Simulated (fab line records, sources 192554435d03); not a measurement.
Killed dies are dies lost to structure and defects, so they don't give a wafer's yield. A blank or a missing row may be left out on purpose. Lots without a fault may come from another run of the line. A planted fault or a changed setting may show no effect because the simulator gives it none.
Chamber matching | flow n5_finfet | N5_BEOL_M0_SAQP_SPACER2_ALD_26 on ald_sin-02: 4 sister chambers
The step deposits SiO2, target thk 15 nm, pulse time 1 s, purge time 2 s. 8 wafers are shown with their chamber, then 12 later ones without.

WAFERS WITH THEIR CHAMBER
wafer  | chamber | heater_power_w (W) | precursor_pulse_height_rel
L082.3 | 3       | 469                | 1.019
L084.3 | 2       | 454                | 1.016
L085.4 | 3       | 474                | 1.010
L085.5 | 1       | 428                | 1.002
L085.6 | 0       | 442                | 0.974
L088.1 | 0       | 450                | 1.011
L088.3 | 2       | 438                | 1.030
L088.4 | 1       | 444                | 0.990

WAFERS WITHOUT THEIR CHAMBER
wafer  | heater_power_w (W) | precursor_pulse_height_rel
L089.1 | 473                | 1.008
L089.2 | 443                | 0.988
L089.3 | 428                | 0.997
L089.4 | 443                | 0.973
L089.5 | 466                | 1.045
L089.6 | 452                | 0.971
L094.2 | 470                | 1.021
L094.3 | 437                | 1.001
L094.6 | 476                | 0.994
L095.1 | 439                | 1.007
L095.3 | 472                | 0.989
L095.5 | 439                | 0.993

WHICH CHAMBER EACH WENT THROUGH
wafer  | from the rows above          | in truth
L089.1 | 3                            | 3
L089.2 | can't be placed: 0 or 1 or 2 | 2
L089.3 | can't be placed: 1 or 0 or 2 | 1
L089.4 | can't be placed: 0 or 1      | 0
L089.5 | can't be placed: 3 or 2      | 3
L089.6 | can't be placed: 0 or 1 or 2 | 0
L094.2 | 3                            | 3
L094.3 | can't be placed: 1 or 0 or 2 | 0
L094.6 | can't be placed: 3 or 0      | 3
L095.1 | can't be placed: 1 or 0 or 2 | 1
L095.3 | can't be placed: 3 or 0      | 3
L095.5 | can't be placed: 1 or 0 or 2 | 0
Placed correctly: 2 of 12. Can't be placed from these rows: 10 (the true chamber is among the candidates in 10). Placed wrongly: 0.
How it was worked out, from the rows above alone: a wafer's distance from a chamber is the root of the sum, over the readings, of the square of ((its reading less the chamber's mean) divided by the reading's scatter). The wafer belongs to the nearest chamber; if the next one is less than 2 further off, it can't be placed. A chamber's mean is the mean of its shown wafers. The scatter: the root of (the sum of the squares of (reading less its chamber's mean) over the shown wafers, divided by (wafers less chambers)).
